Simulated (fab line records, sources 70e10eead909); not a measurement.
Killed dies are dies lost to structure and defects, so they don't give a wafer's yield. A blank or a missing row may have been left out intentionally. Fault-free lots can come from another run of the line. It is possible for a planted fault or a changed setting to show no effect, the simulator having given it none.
A lot that was struck, set against a sound lot | flow nand-harc | 15 steps out of a route of 1302
Sound: the wafers L667.1, L667.3, L667.6. Wafers L668.1, L668.5, L668.6 were the ones struck. At the end, the cause is stated.
For every step that has rows: the tool of each side, followed by ch and its chambers, followed by its first start. Under that, the readings that differ: sound wafers | struck wafers | difference of the means | sigmas: that difference in standard deviations of wafers without a fault.
alike: words and numbers the same on both sides, and readings whose means are apart by under 2 such deviations; not compared: readings that were withheld, readings missing a value for some wafer, numbers with overlapping values and no deviation given by the record, and bounds like >300 which may hide the same value.
A row with sigmas, a row that says differs or no value, or rows on one side alone: a step with any of these is where the two part. Non-overlapping numbers with no deviation appear without sigmas and do not part them. A reading missing from all wafers of one side parts the sides only when that side holds two or more wafers.

NHARC_A_CHANNEL_HOLE_D1_ETCH_44: etches the open film in CF4/O2, target depth 140 nm, overetch 14 nm, time 77 s.
  sound on rie-diel-10 ch 0,1, day 11 23:00; struck on rie-diel-03 ch 0,1, day 12 17:01
  alike: bias-w, drypump-motor-current-A, oes-product-au, rf-vpp-V, showerhead-plenum-p-Torr, throttle-valve-pct
  not compared: rf-hours-counter-h
then, 3 steps without rows for these wafers: NHARC_A_CHANNEL_HOLE_D1_STRIP_27 (strips in O2); NHARC_A_CHANNEL_HOLE_D1_PRECLEAN_28 (cleans in SC1); NHARC_A_CHANNEL_HOLE_D1_SRD_29.
NHARC_A_CHANNEL_HOLE_D1_CD_MEAS_30:
  sound on cd-sem-03 at day 11 23:47; struck on cd-sem-03 at day 12 17:49
  alike: cd-nm
NHARC_A_CHANNEL_HOLE_D1_XSEM_31:
  sound on xsem-01 ch 0, day 11 23:53; struck on xsem-02 ch 0, day 12 17:54
  alike: bot-cd-nm, bow-nm, tilt-deg
NHARC_A_CHANNEL_HOLE_D1_INSPECT_40:
  sound on defect-inspect-01 at day 11 23:58; struck on defect-inspect-01 at day 12 18:00
  reading          | sound      | struck   | difference | sigmas
  raw-defect-count | 89 127 121 | 35 44 52 | -69        | -2
then, 3 steps without rows for these wafers: NHARC_A_CHANNEL_FILL_D1_PRECLEAN_00 (cleans in SC1); NHARC_A_CHANNEL_FILL_D1_SRD_01; NHARC_A_CHANNEL_FILL_D1_ALD_02 (deposits SiO2, target thk 6 nm, pulse time 10 s, ald cycles 60).
NHARC_A_CHANNEL_FILL_D1_ALD_03: deposits SiNx, target thk 6 nm, pulse time 60 s, ald cycles 58.
  sound: ald-sin-batch-03 ch 0; struck: ald-sin-batch-01 ch 0
  alike: ald-cycles, precursor-pulse-height-rel
NHARC_A_CHANNEL_FILL_D1_ALD_14: deposits SiO2, target thk 2.5 nm, pulse time 10 s, ald cycles 25.
  sound on ald-hk-02 ch 0,1, day 12 07:33; struck on ald-hk-01 ch 1,2, day 13 00:27
  alike: ald-cycles, heater-power-w, precursor-pulse-height-rel
NHARC_A_CHANNEL_FILL_D1_ALD_15: deposits SiNx, target thk 2 nm, pulse time 60 s, ald cycles 19.
  sound on ald-sin-batch-01 ch 0, day 12 10:27; struck on ald-sin-batch-01 ch 0, day 13 03:34
  reading    | sound    | struck   | difference | sigmas
  ald-cycles | 19 19 19 | 22 22 22 | +3         |
  alike: precursor-pulse-height-rel
NHARC_A_CHANNEL_FILL_D1_ALD_16: deposits SiO2, target thk 1.5 nm, pulse time 10 s, ald cycles 15.
  sound on ald-hk-02 ch 0,1, day 12 12:30; struck on ald-hk-02 ch 1,2,3, day 13 05:46
  alike: ald-cycles, heater-power-w, precursor-pulse-height-rel
NHARC_END_SORT_01:
  the record has rows for the sound wafers here (prober-02 ch 0, day 27 21:40) and none for the struck ones

== WHERE THEY PART ==
First at NHARC_A_CHANNEL_HOLE_D1_INSPECT_40; last, within this record, at NHARC_END_SORT_01.

WHY: whatever the simulator had introduced
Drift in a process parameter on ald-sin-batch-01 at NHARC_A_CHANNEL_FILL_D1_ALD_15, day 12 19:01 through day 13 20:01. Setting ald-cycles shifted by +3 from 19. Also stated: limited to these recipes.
